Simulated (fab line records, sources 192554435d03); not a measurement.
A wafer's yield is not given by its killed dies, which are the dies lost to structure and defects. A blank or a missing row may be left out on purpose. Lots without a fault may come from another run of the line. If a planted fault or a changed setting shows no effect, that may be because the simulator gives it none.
Matching of chambers -- flow n5_finfet -- rie_diel-01 running N5_DUMMY_GATE_ETCH_36: 4 sister chambers
The step etches SiARC in CF4, target depth 13 nm. 8 wafers are shown with their chamber, then 7 later ones without.

== WAFERS WITH THEIR CHAMBER ==
wafer,chamber,showerhead_plenum_p_Torr (Torr),throttle_valve_pct (%)
L081.5,0,2.18,15.48
L082.1,1,2.14,15.57
L082.5,0,2.18,15.47
L089.2,3,2.05,15.43
L089.3,2,2.12,16.05
L089.5,1,2.14,15.59
L091.1,2,2.11,16.07
L091.2,3,2.05,15.42

== WAFERS WITHOUT THEIR CHAMBER ==
wafer,showerhead_plenum_p_Torr (Torr),throttle_valve_pct (%)
L091.3,2.17,15.52
L093.2,2.05,15.44
L093.3,2.11,16.08
L093.4,2.13,15.60
L095.2,2.17,15.55
L095.3,2.11,16.06
L095.4,2.05,15.43

== THE CHAMBER EACH PASSED THROUGH ==
wafer,from the rows above,in truth
L091.3,0,0
L093.2,3,3
L093.3,2,2
L093.4,1,1
L095.2,can't be placed: 0 or 1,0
L095.3,2,2
L095.4,3,3
Placed correctly: 6 of 7. These rows do not allow placing 1 (true chamber among the candidates in 1). Placed wrongly: 0.
How it was worked out, from the rows above alone: a wafer's distance from a chamber is the root of the sum, over the readings, of the square of ((its reading less the chamber's mean) divided by the reading's scatter). If the next closest chamber is less than 2 further off than the closest, the wafer can't be placed; otherwise it belongs to the closest. A chamber's mean is the mean of its shown wafers. The scatter: the root of (the sum of the squares of (reading less its chamber's mean) over the shown wafers, divided by (wafers less chambers)).
